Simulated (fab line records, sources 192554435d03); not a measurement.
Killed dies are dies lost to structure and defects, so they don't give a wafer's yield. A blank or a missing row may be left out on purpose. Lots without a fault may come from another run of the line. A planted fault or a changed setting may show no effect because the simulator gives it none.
fab line records | flow n5_finfet
record lots=9 wafers=26 last_day=17
route steps=1938 shown BEOL_M8@1376 BEOL_M9@1416 PASSIVATION@1936
lots that met no fault: from a run of the same line without faults
start_h: hours from the record's first day to the start of the lot's first wafer shown | wait_h: hours since the lot's step before | " the same as in the row above | L1.1+2: a row that stands for several wafers | - no value, or no start given | * or withheld: withheld | < > ~ a bound
route shown NAME@n: a module of which the file shows steps, and the number in the route of the first | usual: mean/standard deviation of fault-free wafers | same: alike in all rows | chamber/n: place in a boat | sites: the reading at each site | _std_site: their standard deviation | _edge_site: outer sites' mean less inner sites' | radius_mm: how far each site lies from the wafer's centre | mask NAME#n: copy n | behind: the tool/chamber that last shaped the wafer | hold: why the lot was held/for how many hours/how that ended | device: the transistor (n, p or np) that didn't switch | end of line: the same wafers' tests at the end of the route | a step without rows: its recipe alone | killed: dies lost to structure and defects at the first sort, not the wafer's yield | map: a wafer's dies, x killed, . not, _ none there
set.NAME: the setting as run; set.NAME@STEP: as run at that earlier step | model.NAME: the simulator's own value behind a step, which no gauge read
steps of the route over a sample of lots; a table a step, a row a wafer
services: from which hour (start_h, from the record's first day; less than 0 if before it) a tool's chamber was out of use, for how many hours, and why
## steps
# step N5_BEOL_M8_STRIP_36
# recipe chemistry=N2/H2 power_w=450 temp_c=40 pressure_mtorr=20 rf_frequency_hz=6e+07 overash_fraction=0.3 bias_power_w=7 h2_frac=0.5 n2_flow_sccm=200 h2_flow_sccm=200
# usual bias_power_w=6.998/0.019 drypump_motor_current_A=5.8/0.41 n2_flow_sccm=200.0/0.62 oes_product_au=0.82/0.095 rf_vpp_V=59.3/1.4 showerhead_plenum_p_Torr=2.55/0.086 temp_c=39.99/0.1 throttle_valve_pct=23.54/0.21
# columns lot.wafer tool chamber start_h wait_h bias_power_w drypump_motor_current_A n2_flow_sccm oes_product_au rf_hours_counter_h rf_vpp_V showerhead_plenum_p_Torr temp_c throttle_valve_pct
L487.3 rie_diel-05 2 202.24 0.0 7.012 5.7 200.0 0.99 4 59.7 2.50 39.82 23.64
L487.4 " 3 " " 6.995 5.5 200.4 0.86 - 59.8 2.67 39.86 23.36
L487.5 " 2 " " 6.990 5.7 199.1 1.01 - 61.2 2.50 39.89 23.63
L488.2 rie_diel-02 3 223.35 0.0 6.956 6.6 200.3 0.73 173 59.7 2.50 40.01 23.76
L488.5 " 1 " " 6.994 5.5 199.6 0.69 - 58.6 2.51 40.12 23.62
L488.6 " 2 " " 7.035 6.4 200.0 0.86 - 61.2 2.69 39.74 23.49
L494.2 rie_diel-05 0 248.28 0.0 7.001 5.6 199.2 0.95 9 58.4 2.51 39.92 23.77
L494.3 " 1 " " 7.016 6.3 200.6 0.71 225 57.3 2.50 40.01 23.22
L494.5 " 0 " " 6.979 5.6 200.5 0.95 - 57.2 2.51 39.95 23.78
L495.2 rie_diel-05 2 266.97 0.0 6.964 5.7 199.7 0.93 29 60.1 2.49 39.98 23.67
L495.4 " 1 " " 6.992 6.2 199.6 0.70 231 59.0 2.50 39.90 23.22
L495.5 " 0 " " 6.991 5.6 200.2 0.95 - 59.5 2.50 40.13 23.80
L499.2 rie_diel-01 0 276.68 0.0 6.995 5.6 200.2 0.89 43 61.1 2.71 40.30 23.57
L499.3 " 3 " " 7.004 5.9 198.8 0.85 57 57.7 2.58 39.99 23.93
L499.5 " 3 " " 6.993 5.9 199.3 0.86 - 58.7 2.58 40.09 23.94
L505.1 rie_diel-02 1 318.47 0.0 6.997 5.4 199.7 0.67 242 58.7 2.50 39.76 23.67
L505.3 " 0 " " 7.021 6.0 201.0 0.75 157 59.1 2.42 39.98 23.36
L505.6 " 3 " " 7.018 6.6 199.8 0.69 - 60.2 2.49 39.85 23.78
L506.1 rie_diel-02 1 324.30 0.0 6.943 5.4 199.5 0.68 244 57.3 2.50 40.06 23.67
L506.3 " 0 " " 6.985 6.0 200.4 0.73 159 57.6 2.42 39.94 23.39
L506.6 " 1 " " 6.983 5.4 200.2 0.66 - 57.5 2.50 40.01 23.66
L507.2 rie_diel-05 2 324.72 0.0 6.983 5.8 200.0 0.89 48 60.8 2.48 39.97 23.67
L507.6 " 3 " " 7.003 5.5 199.5 0.79 - 59.5 2.66 40.06 23.42
L509.1 rie_diel-05 3 343.99 0.0 6.989 5.5 200.0 0.79 109 60.2 2.65 39.86 23.44
L509.3 " 3 " " 7.003 5.5 199.8 0.81 - 60.5 2.65 39.81 23.41
L509.4 " 2 " " 6.986 5.7 199.5 0.88 - 57.7 2.48 39.95 23.70
# step N5_BEOL_M8_PRE_CLEAN_45
# recipe gas=H2/He time_s=30 temp_c=250
# usual heater_power_w=342/46
# columns lot.wafer tool chamber start_h wait_h heater_power_w
L487.3 pvd_sputter-03 - 203.16 0.0 348
L487.4 " - " " 303
L487.5 " - " " 358
L488.2 pvd_sputter-03 - 224.16 0.0 364
L488.5 " - " " 292
L488.6 " - " " 351
L494.2 pvd_sputter-02 - 250.29 0.0 423
L494.3 " - " " 344
L494.5 " - " " 422
L495.2 pvd_sputter-01 - 267.77 0.0 392
L495.4 " - " " 278
L495.5 " - " " 279
L499.2 pvd_sputter-03 - 278.83 0.0 358
L499.3 " - " " 293
L499.5 " - " " 352
L505.1 pvd_sputter-03 - 319.34 0.0 355
L505.3 " - " " 311
L505.6 " - " " 359
L506.1 pvd_sputter-02 - 325.07 0.0 433
L506.3 " - " " 427
L506.6 " - " " 435
L507.2 pvd_sputter-02 - 325.51 0.0 433
L507.6 " - " " 348
L509.1 pvd_sputter-01 - 345.18 0.0 274
L509.3 " - " " 316
L509.4 " - " " 382
# step N5_BEOL_M8_ALD_77
# recipe material=TaN target_thk_a=20 temp_c=275 ald_precursor_family=PDMAT ald_co_reactant=NH3 pressure_torr=3 carrier_flow_sccm=1500 pulse_time_s=2 purge_time_s=3 co_reactant_purge_time_s=2 co_reactant_pulse_time_s=3 ald_cycles=40 precursor_vessel_temp_c=75 precursor_vessel_pressure_torr=26.25 precursor_vessel_carrier_sccm=1000
# usual heater_power_w=420/27 precursor_vessel_temp_c=75.03/0.12
# columns lot.wafer tool chamber start_h wait_h heater_power_w precursor_vessel_temp_c
L487.3 ald_metal-01 0 203.22 0.0 452 75.04
L487.4 " 1 " " 431 75.01
L487.5 " 1 " " 438 74.99
L488.2 ald_metal-03 2 224.28 0.1 400 74.78
L488.5 " 1 " " 369 75.02
L488.6 " 0 " " 424 74.96
L494.2 ald_metal-03 0 250.35 0.0 423 75.14
L494.3 " 1 " " 365 75.25
L494.5 " 2 " " 388 75.08
L495.2 ald_metal-03 2 267.83 0.0 404 75.15
L495.4 " 3 " " 431 75.04
L495.5 " 3 " " 427 74.91
L499.2 ald_metal-03 0 279.12 0.3 430 75.08
L499.3 " 2 " " 407 75.35
L499.5 " 0 " " 419 74.97
L505.1 ald_metal-01 0 319.42 0.1 456 74.86
L505.3 " 2 " " 455 74.84
L505.6 " 2 " " 455 75.01
L506.1 ald_metal-01 2 325.14 0.0 452 74.98
L506.3 " 0 " " 460 75.04
L506.6 " 1 " " 441 75.06
L507.2 ald_metal-02 1 325.63 0.1 428 74.93
L507.6 " 0 " " 397 75.22
L509.1 ald_metal-02 2 345.26 0.1 420 74.95
L509.3 " 1 " " 413 75.18
L509.4 " 2 " " 423 75.12
# step N5_BEOL_M8_CMP_52
# recipe stop_on=SiCOH_lowk t_overpolish_s=6.9 down_force_psi=1 platen_rpm=50 clearing_platen_down_force_psi=1.5 clearing_platen_rpm=50 post_cmp_clean=cu_alkaline target_thk_nm=80 clearing_platen_pad_velocity_m_s=0.99484 pad_velocity_m_s=0.99484
# usual barrier_field_endpoint_s=28.9/0.74 motor_current_A=6.1/0.65 overpolish_run_s=6.900/0.0093 slurry_flow_ml_min=150.0/0.42 time_to_endpoint_s=62.6/3
# columns lot.wafer tool chamber start_h wait_h barrier_field_endpoint_s motor_current_A overpolish_run_s slurry_flow_ml_min time_to_endpoint_s
L487.4 cmp-04 2 204.34 0.2 29.0 6.2 6.899 150.3 63.4
L487.3 " 0 " " 28.4 5.7 6.890 149.7 62.8
L487.5 " 1 " " 28.8 5.6 6.902 150.1 63.4
L488.2 cmp-04 1 225.72 0.2 28.5 6.0 6.896 149.5 59.0
L488.5 " 1 " " 28.7 5.7 6.902 148.9 61.1
L488.6 " 2 " " 29.5 6.7 6.900 150.1 62.9
L494.3 cmp-02 1 252.39 0.2 29.7 6.5 6.894 150.5 66.9
L494.2 " 2 " " 27.4 5.2 6.901 150.4 61.2
L494.5 " 1 " " 28.0 6.6 6.865 150.7 61.4
L495.4 cmp-02 2 269.29 0.2 29.2 5.4 6.894 149.5 60.2
L495.2 " 3 " " 29.9 5.5 6.905 149.2 66.4
L495.5 " 1 " " 30.0 6.7 6.904 150.4 64.0
L499.3 cmp-03 3 282.11 0.3 29.2 5.5 6.896 149.8 62.1
L499.2 " 0 " " 27.8 5.3 6.902 150.3 61.4
L499.5 " 2 " " 29.5 6.8 6.897 150.4 64.2
L505.1 cmp-02 3 320.76 0.3 29.7 5.8 6.908 150.1 65.7
L505.3 " 1 " " 28.4 6.7 6.893 149.7 62.0
L505.6 " 3 " " 29.3 5.7 6.904 149.7 67.0
L506.1 cmp-04 2 326.48 0.5 28.2 6.4 6.889 149.7 59.4
L506.3 " 0 " " 27.7 5.3 6.898 149.3 59.7
L506.6 " 2 " " 29.2 6.4 6.919 149.9 62.7
L507.2 cmp-03 2 327.25 0.2 28.1 6.7 6.901 149.6 66.6
L507.6 " 3 " " 27.8 5.6 6.904 149.7 60.4
L509.3 cmp-02 3 348.38 0.2 28.2 5.6 6.898 149.9 64.7
L509.1 " 1 " " 28.0 6.6 6.906 150.1 61.4
L509.4 " 2 " " 27.6 5.6 6.896 150.5 54.3
# step N5_BEOL_M8_INSPECT_58
# recipe inspect_instrument=darkfield mode=post_dep
# usual raw_defect_count=72/21
# columns lot.wafer tool chamber start_h wait_h raw_defect_count
L487.3 defect_inspect-02 - 204.76 0.0 74
L487.4 " - " " 117
L487.5 " - " " 73
L488.2 defect_inspect-01 - 226.17 0.0 70
L488.5 " - " " 56
L488.6 " - " " 49
L494.2 defect_inspect-01 - 252.84 0.0 1245
L494.3 " - " " 72
L494.5 " - " " 68
L495.2 defect_inspect-02 - 269.70 0.0 79
L495.4 " - " " 1306
L495.5 " - " " 40
L499.2 defect_inspect-02 - 282.49 0.0 61
L499.3 " - " " 55
L499.5 " - " " 80
L505.1 defect_inspect-02 - 321.17 0.0 74
L505.3 " - " " 59
L505.6 " - " " 53
L506.1 defect_inspect-01 - 326.90 0.0 116
L506.3 " - " " 43
L506.6 " - " " 88
L507.2 defect_inspect-01 - 327.71 0.0 133
L507.6 " - " " 101
L509.1 defect_inspect-01 - 348.84 0.0 77
L509.3 " - " " 70
L509.4 " - " " 42
# step N5_BEOL_M9_INSPECT_13
# recipe mode=adi inspect_instrument=brightfield
# usual raw_defect_count=431/120
# columns lot.wafer tool chamber start_h wait_h raw_defect_count
L487.3 defect_inspect-01 - 207.93 0.0 392
L487.4 " - " " 402
L487.5 " - " " 486
L488.2 defect_inspect-01 - 228.78 0.0 373
L488.5 " - " " 338
L488.6 " - " " 393
L494.2 defect_inspect-02 - 255.25 0.0 1623
L494.3 " - " " 303
L494.5 " - " " 480
L495.2 defect_inspect-01 - 271.45 0.0 430
L495.4 " - " " 1673
L495.5 " - " " 421
L499.2 defect_inspect-01 - 284.78 0.0 443
L499.3 " - " " 652
L499.5 " - " " 581
L505.1 defect_inspect-01 - 322.88 0.0 1000
L505.3 " - " " 569
L505.6 " - " " 927
L506.1 defect_inspect-01 - 329.79 0.2 468
L506.3 " - " " 388
L506.6 " - " " 369
L507.2 defect_inspect-01 - 329.95 0.0 611
L507.6 " - " " 448
L509.1 defect_inspect-01 - 350.60 0.0 324
L509.3 " - " " 390
L509.4 " - " " 289
# step N5_PASSIVATION_PROBE_49
# usual defect_limited_yield=91.0/1.5 killed_at_M0_to_M3=35/12 killed_at_M4_up=15/5.8 killed_at_contacts=14/7.2 killed_at_front_end=40/10 killed_at_other=3/3 killed_dies=106/18 killed_on_rim=14/4 killed_open=68/14 killed_short=35/7.2 sort_bin_5_function=5.2/0.96 sort_bin_6_memory=3.3/0.69 sort_bin_8_speed=0.00/0.022 sort_n_pass=1074/18 sort_yield_pct=91.0/1.5
# same gross_dies=1180 killed_at_back_side=0 sort_bin_4_leakage[%]=0
# columns lot.wafer tool chamber start_h wait_h defect_limited_yield[%] killed_at_M0_to_M3 killed_at_M4_up killed_at_contacts killed_at_front_end killed_at_other killed_dies killed_on_rim killed_open killed_short sort_bin_5_function[%] sort_bin_6_memory[%] sort_bin_8_speed[%] sort_n_pass sort_yield_pct[%]
L494.2 prober-01 - 315.33 0.1 35.0 23 718 3 13 10 767 95 23 26 44.2 16.7 0 413 35.0
L494.3 prober-01 - 315.38 0.1 93.5 26 14 3 33 1 77 7 49 26 3.9 2.5 0 1103 93.5
L494.5 prober-01 - 315.48 0.2 92.8 33 12 7 31 2 85 17 46 36 4.1 2.5 0 1095 92.8
L495.2 prober-02 - 335.48 0.1 90.3 37 16 12 49 1 115 11 76 35 6.4 3.0 0 1065 90.3
L495.4 prober-02 - 335.58 0.2 31.9 26 742 20 10 6 804 106 59 22 46.0 16.9 0 376 31.9
L495.5 prober-02 - 335.63 0.2 89.5 40 24 23 36 1 124 20 80 35 5.8 4.2 0 1056 89.5
# killed by level:class
L494.2 BEOL_M8:unspecified=717 BEOL_M0_SAQP:geometric_particle:short=7 PASS1_CAP:geometric_particle:short=5 FIN_SAQP:geometric_particle:open=4 STI_FIN_REVEAL:geometric_particle:open=4 BEOL_M2:geometric_particle:open=4 BEOL_M3:geometric_particle:short=4 BEOL_M1:geometric_particle:short=3
L494.3 BEOL_M2:geometric_particle:open=7 FIN_SAQP:geometric_particle:short=6 BEOL_M0_SAQP:geometric_particle:open=6 BEOL_M0_SAQP:geometric_particle:short=6 STI_FIN_REVEAL:geometric_particle:open=5 STI_FIN_REVEAL:geometric_particle:short=5 BEOL_M4:geometric_particle:open=4 DUMMY_GATE:geometric_particle:open=3
L494.5 BEOL_M0_SAQP:geometric_particle:short=11 MOL_CONTACT_COAG:geometric_particle:open=7 BEOL_M1:geometric_particle:short=7 BEOL_M1:geometric_particle:open=6 BEOL_M5:geometric_particle:open=5 FIN_SAQP:geometric_particle:open=4 DUMMY_GATE:geometric_particle:open=4 BEOL_M0_SAQP:geometric_particle:open=4
L495.2 FIN_SAQP:geometric_particle:open=20 MOL_CONTACT_COAG:geometric_particle:open=11 BEOL_M3:geometric_particle:open=11 BEOL_M0_SAQP:geometric_particle:short=8 FIN_SAQP:geometric_particle:short=7 BEOL_M4:geometric_particle:open=6 STI_FIN_REVEAL:geometric_particle:open=5 DUMMY_GATE:geometric_particle:open=4
L495.4 BEOL_M8:unspecified=723 MOL_CONTACT_COAG:geometric_particle:open=16 BEOL_M4:geometric_particle:open=9 BEOL_M2:geometric_particle:open=6 BEOL_M3:geometric_particle:open=6 DUMMY_GATE:geometric_particle:open=5 MOL_CONTACT_COAG:geometric_particle:short=4 BEOL_M1:geometric_particle:open=4
L495.5 MOL_CONTACT_COAG:geometric_particle:open=20 BEOL_M3:geometric_particle:open=11 BEOL_M4:geometric_particle:open=9 BEOL_M0_SAQP:geometric_particle:open=8 BEOL_M4:geometric_particle:short=8 HKMG_FIN:area_etch=6 DUMMY_GATE:geometric_particle:open=5 GATE_CUT:geometric_particle:short=5
## services
# columns tool chamber start_h hours kind
cmp-03 - 179.01 1.8 repair
cmp-04 - 190.90 4.7 repair
rie_diel-05 0 193.08 - clean
rie_diel-02 - 195.44 3.7 repair
cmp-02 - 229.35 4.1 pm
cmp-02 - 233.66 4.0 pm
ald_metal-01 - 239.77 0.3 repair
rie_diel-02 2 248.76 6.5 repair
rie_diel-01 - 253.57 0.8 repair
ald_metal-01 - 259.28 2.8 pm
cmp-03 - 269.54 1.4 repair
cmp-03 - 270.96 7.4 pm
ald_metal-01 1 281.79 4.5 repair
cmp-04 - 287.89 4.0 pm
ald_metal-01 3 291.25 41.3 repair
ald_metal-03 0 323.34 23.8 repair
rie_diel-01 0 325.99 3.7 repair
ald_metal-02 3 330.46 15.6 repair
ald_metal-01 1 331.08 27.7 repair
rie_diel-01 - 335.81 0.4 repair
rie_diel-05 0 336.10 17.6 repair
ald_metal-03 - 337.33 14.0 pm
cmp-04 - 338.73 3.2 repair
rie_diel-02 3 345.83 8.4 repair
## key
first_sign step=N5_BEOL_M8_INSPECT_58 reading=raw_defect_count direction=up sigmas=56 usual=72 struck=1276
effect step=N5_BEOL_M9_INSPECT_13 reading=raw_defect_count direction=up sigmas=10 usual=431 struck=1648
effect step=N5_PASSIVATION_PROBE_49 reading=killed_at_M4_up direction=up sigmas=99+ usual=15 struck=730
more_kills_born_at N5_BEOL_M8_CMP_52@cmp-02=1440
met_at N5_BEOL_M8_CMP_52
struck_lots L494,L495
struck_wafers L494.2,L495.4
not_acting_at N5_BEOL_M8_STRIP_36,N5_BEOL_M8_PRE_CLEAN_45,N5_BEOL_M8_ALD_77
fault kind=chamber_particle_source tool=cmp-02 chamber=2 onset_h=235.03 steps=N5_BEOL_M8_CMP_52 rate_per_visit_cm2=1.8653 end_h=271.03
